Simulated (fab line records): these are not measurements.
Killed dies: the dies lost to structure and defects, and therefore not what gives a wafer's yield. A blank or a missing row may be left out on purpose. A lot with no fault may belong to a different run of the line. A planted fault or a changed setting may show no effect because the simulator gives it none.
fab line records -- flow nandHarc
record lots=6, wafers=18, lastDay=23
route steps=1159 shown A_ONON_D1@424
lots that met no fault: taken from a fault-free run of the same line
startH: start of the lot's first displayed wafer, in hours after the record's first day -- waitH: hours elapsed since this lot's preceding step -- " as in the row above -- L1.1+2: a single row standing in for several wafers -- - value missing, or start not given -- * or withheld: withheld -- < > ~ a bound
route shown NAME@n: NAME is a module with steps in the file, n the number in the route of the first one -- usual: mean and standard deviation over wafers with no fault -- same: alike in all rows -- chamber/n: place in a boat -- sites: per-site readings -- _std_site: the values' standard deviation -- _edge_site: the outer-site mean with the inner-site mean subtracted -- radiusMm: how far each site lies from the wafer's centre -- mask NAME#n: copy n -- behind: tool/chamber where the wafer was last shaped -- hold: why the lot was held/for how many hours/how that ended -- device: the n, p or np transistor that did not switch -- end of line: the route-end tests of the same wafers -- step lacking rows: just its recipe -- killed: at the first sort, the dies lost to defects and structure; wafer yield is something else -- map: per-die view of a wafer (x killed, . not killed, _ where there is no die)
set.NAME: the setting the step ran with; set.NAME@STEP: the setting that earlier step ran with -- model.NAME: the simulator's own value behind a step, which no gauge read
lots at some steps of the route; a table a step, a row a wafer
services: a tool's chamber out of use, with start hour (startH, from the record's first day; less than 0 if before it), hours out, and reason
## steps
# step NHARC_A_ONON_D1_DEP_00
# recipe targetThkA=10000, n2FlowSccm=2750, n2oFlowSccm=2000, nh3FlowSccm=500, sih4FlowSccm=210, tempC=400
# step NHARC_A_ONON_D1_THK_MEAS_02
# recipe thkMeasGauge=ellipsometry
# usual thkNm=1002/9
lot.wafer,tool,chamber,startH,waitH,thkNm
L625.3,filmMetro-02,-,210.27,-,1009
L625.4,filmMetro-02,-,210.27,-,1009
L625.6,filmMetro-02,-,210.27,-,1008
L623.1,filmMetro-01,-,210.27,-,997
L623.3,filmMetro-01,-,210.27,-,996
L623.5,filmMetro-01,-,210.27,-,995
L627.2,filmMetro-01,-,221.91,-,1001
L627.4,filmMetro-01,-,221.91,-,1002
L627.5,filmMetro-01,-,221.91,-,1000
L629.2,filmMetro-02,-,238.39,-,993
L629.3,filmMetro-02,-,238.39,-,994
L629.4,filmMetro-02,-,238.39,-,995
L634.1,filmMetro-02,-,258.38,-,1007
L634.5,filmMetro-02,-,258.38,-,1004
L634.6,filmMetro-02,-,258.38,-,1004
L635.2,filmMetro-01,-,270.01,-,1002
L635.4,filmMetro-01,-,270.01,-,1001
L635.5,filmMetro-01,-,270.01,-,1002
# step NHARC_A_ONON_D1_DEP_03
# recipe targetThkA=10000, n2FlowSccm=2750, n2oFlowSccm=2000, nh3FlowSccm=500, sih4FlowSccm=210, tempC=400
# step NHARC_A_ONON_D1_THK_MEAS_05
# recipe thkMeasGauge=ellipsometry
# usual thkNm=1002/7.2
lot.wafer,tool,chamber,startH,waitH,thkNm
L625.3,filmMetro-02,-,210.83,-,1006
L625.4,filmMetro-02,-,210.83,-,1009
L625.6,filmMetro-02,-,210.83,-,1009
L623.1,filmMetro-01,-,210.85,-,987
L623.3,filmMetro-01,-,210.85,-,989
L623.5,filmMetro-01,-,210.85,-,989
L627.2,filmMetro-02,-,222.60,-,995
L627.4,filmMetro-02,-,222.60,-,996
L627.5,filmMetro-02,-,222.60,-,997
L629.2,filmMetro-01,-,238.96,-,1000
L629.3,filmMetro-01,-,238.96,-,1000
L629.4,filmMetro-01,-,238.96,-,1002
L634.1,filmMetro-01,-,259.07,-,1003
L634.5,filmMetro-01,-,259.07,-,1002
L634.6,filmMetro-01,-,259.07,-,1001
L635.2,filmMetro-02,-,270.71,-,1003
L635.4,filmMetro-02,-,270.71,-,1003
L635.5,filmMetro-02,-,270.71,-,1002
# step NHARC_A_ONON_D1_DEP_06
# recipe targetThkA=10000, n2FlowSccm=2750, n2oFlowSccm=2000, nh3FlowSccm=500, sih4FlowSccm=210, tempC=400
# step NHARC_A_ONON_D1_THK_MEAS_08
# recipe thkMeasGauge=ellipsometry
# usual thkNm=999/11
lot.wafer,tool,chamber,startH,waitH,thkNm
L623.1,filmMetro-02,-,211.41,-,990
L623.3,filmMetro-02,-,211.41,-,988
L623.5,filmMetro-02,-,211.41,-,988
L625.3,filmMetro-01,-,211.43,-,992
L625.4,filmMetro-01,-,211.43,-,995
L625.6,filmMetro-01,-,211.43,-,994
L627.2,filmMetro-01,-,223.17,-,1001
L627.4,filmMetro-01,-,223.17,-,1002
L627.5,filmMetro-01,-,223.17,-,1002
L629.2,filmMetro-01,-,239.52,-,1005
L629.3,filmMetro-01,-,239.52,-,1006
L629.4,filmMetro-01,-,239.52,-,1006
L634.1,filmMetro-02,-,259.64,-,989
L634.5,filmMetro-02,-,259.64,-,988
L634.6,filmMetro-02,-,259.64,-,988
L635.2,filmMetro-02,-,271.28,-,985
L635.4,filmMetro-02,-,271.28,-,988
L635.5,filmMetro-02,-,271.28,-,987
# step NHARC_A_ONON_D1_DEP_09
# recipe targetThkA=10000, n2FlowSccm=2750, n2oFlowSccm=2000, nh3FlowSccm=500, sih4FlowSccm=210, tempC=400
# step NHARC_A_ONON_D1_THK_MEAS_11
# recipe thkMeasGauge=ellipsometry
# usual thkNm=1005/8.4
lot.wafer,tool,chamber,startH,waitH,thkNm
L623.1,filmMetro-02,-,211.99,-,1014
L623.3,filmMetro-02,-,211.99,-,1014
L623.5,filmMetro-02,-,211.99,-,1014
L625.3,filmMetro-01,-,212.02,-,1010
L625.4,filmMetro-01,-,212.02,-,1005
L625.6,filmMetro-01,-,212.02,-,1010
L627.2,filmMetro-01,-,223.74,-,1019
L627.4,filmMetro-01,-,223.74,-,1019
L627.5,filmMetro-01,-,223.74,-,1018
L629.2,filmMetro-02,-,240.09,-,1019
L629.3,filmMetro-02,-,240.09,-,1020
L629.4,filmMetro-02,-,240.09,-,1020
L634.1,filmMetro-01,-,260.20,-,999
L634.5,filmMetro-01,-,260.20,-,1000
L634.6,filmMetro-01,-,260.20,-,998
L635.2,filmMetro-01,-,271.85,-,1008
L635.4,filmMetro-01,-,271.85,-,1007
L635.5,filmMetro-01,-,271.85,-,1006
# step NHARC_A_ONON_D1_DEP_12
# recipe targetThkA=10000, n2FlowSccm=2750, n2oFlowSccm=2000, nh3FlowSccm=500, sih4FlowSccm=210, tempC=400
# step NHARC_A_ONON_D1_THK_MEAS_14
# recipe thkMeasGauge=ellipsometry
# usual thkNm=1002/7.9
lot.wafer,tool,chamber,startH,waitH,thkNm
L623.1,filmMetro-01,-,212.58,-,1006
L623.3,filmMetro-01,-,212.58,-,1006
L623.5,filmMetro-01,-,212.58,-,1008
L625.3,filmMetro-01,-,212.58,-,1009
L625.4,filmMetro-01,-,212.58,-,1006
L625.6,filmMetro-01,-,212.58,-,1008
L627.2,filmMetro-02,-,224.30,-,994
L627.4,filmMetro-02,-,224.30,-,993
L627.5,filmMetro-02,-,224.30,-,992
L629.2,filmMetro-02,-,240.67,-,1007
L629.3,filmMetro-02,-,240.67,-,1008
L629.4,filmMetro-02,-,240.67,-,1008
L634.1,filmMetro-01,-,260.83,-,1009
L634.5,filmMetro-01,-,260.83,-,1011
L634.6,filmMetro-01,-,260.83,-,1011
L635.2,filmMetro-01,-,272.41,-,1001
L635.4,filmMetro-01,-,272.41,-,1001
L635.5,filmMetro-01,-,272.41,-,1003
# step NHARC_A_ONON_D1_ANNEAL_15
# recipe tempC=750, timeS=3600
# step NHARC_A_ONON_D1_DEP_16
# recipe targetThkA=10000, n2FlowSccm=2750, n2oFlowSccm=2000, nh3FlowSccm=500, sih4FlowSccm=210, tempC=400
# usual n2FlowSccm=2751/9.9
lot.wafer,tool,chamber,startH,waitH,n2FlowSccm
L623.1,pecvdOnon-02,0,219.78,0.1,2757
L623.3,pecvdOnon-02,0,219.78,0.1,2760
L623.5,pecvdOnon-02,0,219.78,0.1,2754
L625.3,pecvdOnon-04,0,219.89,0.2,2754
L625.4,pecvdOnon-04,0,219.89,0.2,2747
L625.6,pecvdOnon-04,0,219.89,0.2,2751
L627.2,pecvdOnon-04,0,231.49,0.1,2757
L627.4,pecvdOnon-04,0,231.49,0.1,2744
L627.5,pecvdOnon-04,0,231.49,0.1,2738
L629.2,pecvdOnon-03,0,248.39,0.1,2740
L629.3,pecvdOnon-03,0,248.39,0.1,2748
L629.4,pecvdOnon-03,0,248.39,0.1,2747
L634.1,pecvdOnon-04,0,267.31,0.1,2760
L634.5,pecvdOnon-04,0,267.31,0.1,2738
L634.6,pecvdOnon-04,0,267.31,0.1,2749
L635.2,pecvdOnon-03,0,279.69,0.1,2757
L635.4,pecvdOnon-03,0,279.69,0.1,2746
L635.5,pecvdOnon-03,0,279.69,0.1,2754
# step NHARC_A_ONON_D1_THK_MEAS_18
# recipe thkMeasGauge=ellipsometry
# usual thkNm=1001/8.7
lot.wafer,tool,chamber,startH,waitH,thkNm
L625.3,filmMetro-02,-,220.28,-,1007
L625.4,filmMetro-02,-,220.28,-,1008
L625.6,filmMetro-02,-,220.28,-,1007
L623.1,filmMetro-02,-,220.29,-,1004
L623.3,filmMetro-02,-,220.29,-,1005
L623.5,filmMetro-02,-,220.29,-,1006
L627.2,filmMetro-01,-,231.94,-,645
L627.4,filmMetro-01,-,231.94,-,999
L627.5,filmMetro-01,-,231.94,-,1001
L629.2,filmMetro-01,-,248.84,-,1007
L629.3,filmMetro-01,-,248.84,-,1008
L629.4,filmMetro-01,-,248.84,-,1008
L634.1,filmMetro-02,-,267.82,-,646
L634.5,filmMetro-02,-,267.82,-,1002
L634.6,filmMetro-02,-,267.82,-,999
L635.2,filmMetro-01,-,280.14,-,999
L635.4,filmMetro-01,-,280.14,-,1000
L635.5,filmMetro-01,-,280.14,-,997
# step NHARC_A_ONON_D1_DEP_19
# recipe targetThkA=10000, n2FlowSccm=2750, n2oFlowSccm=2000, nh3FlowSccm=500, sih4FlowSccm=210, tempC=400
## services
tool,chamber,startH,hours,kind
pecvdOnon-04,-,237.34,13.0,pm
## key
firstSign step=NHARC_A_ONON_D1_THK_MEAS_18, reading=thkNm, direction=down, sigmas=41, usual=1001, struck=645
effect none on later readings
metAt NHARC_A_ONON_D1_DEP_16
struckWafers L627.2,L634.1
laterRowsLeftOut L627.2,L634.1
sortLeftOut L627.2,L634.1
testerLeftOut L627,L634
onsetBetween 219.89 231.49
fault kind=processParameterDrift, tool=pecvdOnon-04, chamber=-, onsetH=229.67, steps=NHARC_A_ONON_D1_DEP_16, channel=targetThkA, offset=*, shape=step, endH=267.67, scope=struckWafersOnly, actsIn=*, stated=*
# testerLeftOut: of these lots the tester's yield and bins aren't shown, on N5 and GAA mostly nor the transistor test; their killed dies are dies lost to structure and defects alone, not to doping, threshold or leakage, so they don't give the yield
# sortLeftOut: the simulated sort isn't trusted on such a fault, so these wafers' sort isn't shown, and their yield isn't known
# laterRowsLeftOut: the simulator's readings of these wafers behind a module that went badly wrong aren't trusted and aren't shown, but for the sort
